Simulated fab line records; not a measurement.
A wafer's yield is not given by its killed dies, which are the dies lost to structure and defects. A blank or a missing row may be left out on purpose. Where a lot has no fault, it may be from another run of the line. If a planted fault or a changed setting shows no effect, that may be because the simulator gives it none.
Split-lot experiment + flow n5_finfet + on a route of 1938 steps: 7 lots, 21 wafers read

== THE SPLIT ITSELF ==
At N5_GATE_CUT_DESCUM_18 (chemistry O2, time 7 s), the setting time_s was moved away from the recipe's 7 s on 4 of the 21 wafers read, by -13.7% to +21.7%. For the rest of the wafers, this setting stayed at what the recipe calls for.

== THE PATH FROM SPLIT TO READING: the file shows 1 step between them ==
- N5_GATE_CUT_ETCH_28: etches underlayer in N2/H2, target depth 13 nm, time 10.4 s

== THE READING ==
CAR-EUV_of_GATE_CUT_COAT_07.thk_nm (the simulator's own value, which no gauge read), in nm, at N5_GATE_CUT_ETCH_36 (etches SiARC in CF4, target depth 13 nm, time 21.7 s). No usual value for it is given in the file. Across the 17 wafers here that went through the recipe, the average is 6.8 nm and the standard deviation 0.24 nm.

| wafer  | tool, chamber at the split | time_s as run, s | against the recipe | CAR-EUV_of_GATE_CUT_COAT_07.thk_nm, nm | against lot-mates on the recipe |
|--------|----------------------------|------------------|--------------------|----------------------------------------|---------------------------------|
| L076.1 | rie_diel-06, 3             | 8.516            | +21.7%             | 6                                      | -1.0                            |
| L076.5 | rie_diel-06, 1             | 7                | recipe             | 7                                      | -                               |
| L076.6 | rie_diel-06, 2             | 7                | recipe             | 7                                      | -                               |
| L078.2 | rie_diel-06, 3,0           | 6.038            | -13.7%             | 7.2                                    | +0.8                            |
| L078.3 | rie_diel-06, 3,0           | 6.038            | -13.7%             | 7.4                                    | +1.0                            |
| L078.5 | rie_diel-06, 0             | 7                | recipe             | 6.4                                    | -                               |
| L087.1 | rie_diel-06, 1             | 7                | recipe             | 7                                      | -                               |
| L087.5 | rie_diel-06, 2             | 7                | recipe             | 7.2                                    | -                               |
| L087.6 | rie_diel-06, 1             | 7                | recipe             | 7.2                                    | -                               |
| L088.1 | rie_diel-06, 2,1           | 7                | recipe             | 6.8                                    | -                               |
| L088.3 | rie_diel-06, 1             | 7                | recipe             | 6.8                                    | -                               |
| L088.6 | rie_diel-06, 2,1           | 7                | recipe             | 6.6                                    | -                               |
| L089.4 | rie_diel-03, 1             | 7                | recipe             | 6.6                                    | -                               |
| L089.5 | rie_diel-03, 1             | 7                | recipe             | 6.6                                    | -                               |
| L089.6 | rie_diel-03, 2             | 6.437            | -8.0%              | 7.2                                    | +0.6                            |
| L091.1 | rie_diel-01, 2,0,0         | 7                | recipe             | 6.4                                    | -                               |
| L091.4 | rie_diel-01, 2,0,0         | 7                | recipe             | 7                                      | -                               |
| L091.6 | rie_diel-01, 2,0,0         | 7                | recipe             | 7                                      | -                               |
| L094.2 | rie_diel-06, 2,3,0         | 7                | recipe             | 7                                      | -                               |
| L094.5 | rie_diel-06, 2,3,0         | 7                | recipe             | 7                                      | -                               |
| L094.6 | rie_diel-06, 2,3,0         | 7                | recipe             | 6.8                                    | -                               |
The file does not say which wafer passed through which chamber wherever a row lists several chambers: such a row stands for several wafers.

THE FIT
A straight line over all 21 wafers: CAR-EUV_of_GATE_CUT_COAT_07.thk_nm changes by -0.037 nm for each +1% of time_s; r = -0.74; the points scatter about the line by 0.23 nm.
The same after taking each lot's own level away (the mean of its wafers on the recipe; 21 wafers): -0.0557 nm for each +1%; r = -0.93; scatter 0.15 nm.
On that fit, the largest move of time_s shifts the reading by 1.2 nm.
The span of the lots' own levels, 6.40 to 7.13 nm, comes to 3.0 times the standard deviation stated above.
So the lot-to-lot level blurs the effect unless lot-mates are compared.
Check: for one of the wafers moved furthest among these (+21.7%), held out of the fit, the line's prediction against its lot-mates is -1.44 nm. Against them it came out at -1 nm.

== OTHER SPLITS APPLIED TO THESE WAFERS ==
These wafers also went through other splits before the reading. Each is held against what the fit with the lots' levels taken away leaves over:
| other split on the same wafers                    | wafers away from the commonest value | r with CAR-EUV_of_GATE_CUT_COAT_07.thk_nm (lot level and that fit taken away) |
|---------------------------------------------------|--------------------------------------|-------------------------------------------------------------------------------|
| N5_ZERO_LAYER_EXPOSE_08 dose_mj                   | 6                                    | +0.03                                                                         |
| N5_WELL_APT_COAT_02 spin_rpm                      | 6                                    | -0.19                                                                         |
| N5_PMOS_HMC_CHANNEL_EPI_PEB_07 peb_time_s         | 8                                    | -0.07                                                                         |
| N5_PMOS_HMC_CHANNEL_EPI_DEVELOP_08 develop_time_s | 6                                    | +0.18                                                                         |
| N5_DUMMY_GATE_COAT_28 spin_rpm                    | 3                                    | -0.13                                                                         |
| N5_SD_EPI_P_ETCH_16 target_depth_a                | 5                                    | -0.17                                                                         |
| N5_SD_EPI_P_EPI_21 time_s                         | 5                                    | -0.52                                                                         |
| N5_SD_ACTIVATION_LSA_01 temp_c                    | 8                                    | +0.16                                                                         |
| N5_GATE_CUT_COAT_27 spin_rpm                      | 10                                   | +0.38                                                                         |

== THE WHOLE CHAIN: every reading that the file lists as answering this split, in the file's order ==
| step                  | what it does                                                | reading                                                                             | change (the file's fit)                | r (the file's) |
|-----------------------|-------------------------------------------------------------|-------------------------------------------------------------------------------------|----------------------------------------|----------------|
| N5_GATE_CUT_DESCUM_18 | chemistry O2, time 7 s                                      | CAR-EUV_of_GATE_CUT_COAT_07.thk_nm (the simulator's own value, which no gauge read) | -0.0346 nm for each +1% of the setting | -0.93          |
| N5_GATE_CUT_ETCH_28   | etches underlayer in N2/H2, target depth 13 nm, time 10.4 s | CAR-EUV_of_GATE_CUT_COAT_07.thk_nm (the simulator's own value, which no gauge read) | -0.053 nm for each +1% of the setting  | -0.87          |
| N5_GATE_CUT_ETCH_36   | etches SiARC in CF4, target depth 13 nm, time 21.7 s        | CAR-EUV_of_GATE_CUT_COAT_07.thk_nm (the simulator's own value, which no gauge read) | -0.0538 nm for each +1% of the setting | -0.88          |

== THE FILE'S OWN FIT ==
CAR-EUV_of_GATE_CUT_COAT_07.thk_nm changes by -0.0538 nm for each +1% of time_s, r = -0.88.
